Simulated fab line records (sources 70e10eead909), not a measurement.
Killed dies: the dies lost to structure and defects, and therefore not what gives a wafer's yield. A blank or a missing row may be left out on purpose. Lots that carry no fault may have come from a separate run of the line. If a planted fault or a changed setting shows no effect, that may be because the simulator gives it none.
Comparing a struck lot with a sound one ; flow nand harc ; 14 steps out of a route of 1302
Sound: wafers L350.2, L350.4, L350.6. Struck: wafer L343.5. (L343.1 of the same lot was not struck and is left out.) The cause comes at the end.
Each step with rows lists, per side, the tool, then ch with its chambers, then its first start. Under that, the readings that differ: sound wafers ; struck wafers ; difference of the means ; sigmas: that difference in standard deviations of wafers without a fault.
alike: readings with means less than 2 such deviations apart, plus words and numbers identical on both sides. not compared: withheld readings, readings lacking a value on some wafer, bounds such as >300 that could conceal the same value, and numbers that have no deviation in the record and whose values overlap.
Wherever a step has rows on one side only, a row that says differs or no value, or a row with sigmas, the two part there. When numbers do not overlap yet have no deviation, they are printed without sigmas and do not part them. A reading missing from all wafers of one side parts the sides only when that side holds two or more wafers.

NHARC_A_CHANNEL_HOLE_D1_CD_MEAS_30:
  sound on cd sem-02 at day 17 08:01; struck on cd sem-01 at day 14 00:30
  alike: cd nm
NHARC_A_CHANNEL_HOLE_D1_XSEM_31:
  sound on xsem-01 ch 0, day 17 08:06; struck on xsem-01 ch 0, day 14 00:35
  alike: bot cd nm, bow nm, tilt deg
NHARC_A_CHANNEL_HOLE_D1_INSPECT_40:
  sound on defect inspect-02 at day 17 08:11; struck on defect inspect-02 at day 14 00:41
  alike: raw defect count
then, 2 steps without rows for these wafers: NHARC_A_CHANNEL_FILL_D1_PRECLEAN_00 (cleans in SC1); NHARC_A_CHANNEL_FILL_D1_SRD_01.
NHARC_A_CHANNEL_FILL_D1_ALD_02: deposits SiO2, target thk 6 nm, pulse time 10 s, ald cycles 60.
  sound on ald hk-02 ch 0,2,3, day 17 08:28; struck on ald hk-02 ch 3, day 14 01:10
  alike: heater power w, precursor pulse height rel
then, 1 step without rows for these wafers: NHARC_A_CHANNEL_FILL_D1_ALD_03 (deposits SiNx, target thk 6 nm, pulse time 60 s, ald cycles 58).
NHARC_A_CHANNEL_FILL_D1_ALD_14: deposits SiO2, target thk 2.5 nm, pulse time 10 s, ald cycles 25.
  sound on ald hk-04 ch 0,2, day 17 15:26; struck on ald hk-04 ch 1, day 14 08:27
reading;sound;struck;difference;sigmas
heater power w (W);482 440 437;597;+144;+2
precursor pulse height rel;1.008 1.015 1.000;0.961;-0.047;-2
NHARC_A_CHANNEL_FILL_D1_ALD_15: deposits SiNx, target thk 2 nm, pulse time 60 s, ald cycles 19.
  sound: ald sin batch-01 ch 0; struck: ald sin batch-01 ch 0
  alike: precursor pulse height rel
then, 3 steps without rows for these wafers: NHARC_A_CHANNEL_FILL_D1_ALD_16 (deposits SiO2, target thk 1.5 nm, pulse time 10 s, ald cycles 15); NHARC_A_CHANNEL_FILL_D1_ANNEAL_17 (time 1800 s); NHARC_A_CHANNEL_FILL_D1_CVD_18 (deposits poly-Si, target thk 3 nm).
NHARC_A_CHANNEL_FILL_D1_ETCHBACK_19: etches the open film in HBr/Cl2, target depth 5 nm, time 1.7 s.
  sound on rie si-02 ch 2,3, day 18 08:38; struck on rie si-05 ch 3, day 15 01:34
reading;sound;struck;difference;sigmas
oes product au (a.u.);0.998 0.996 0.996;0.718;-0.279;-40
  alike: drypump motor current A, rf fwd power W, throttle valve pct
  not compared: rf hours counter h
NHARC_A_CHANNEL_FILL_D1_ETCHBACK_20: etches the open film in C4F8/O2/Ar, target depth 27 nm, time 13.5 s.
  sound on rie diel-06 ch 1,3, day 18 08:46; struck on rie diel-13 ch 0, day 15 01:38
  alike: oes product au, rf fwd power W, rf vpp V
  not compared: rf hours counter h

== WHERE THEY PART ==
First at NHARC_A_CHANNEL_FILL_D1_ALD_14; last, within this record, at NHARC_A_CHANNEL_FILL_D1_ETCHBACK_19. Later steps at which nothing parts them and some readings are alike: NHARC_A_CHANNEL_FILL_D1_ETCHBACK_20.

WHY: the cause the simulator had injected
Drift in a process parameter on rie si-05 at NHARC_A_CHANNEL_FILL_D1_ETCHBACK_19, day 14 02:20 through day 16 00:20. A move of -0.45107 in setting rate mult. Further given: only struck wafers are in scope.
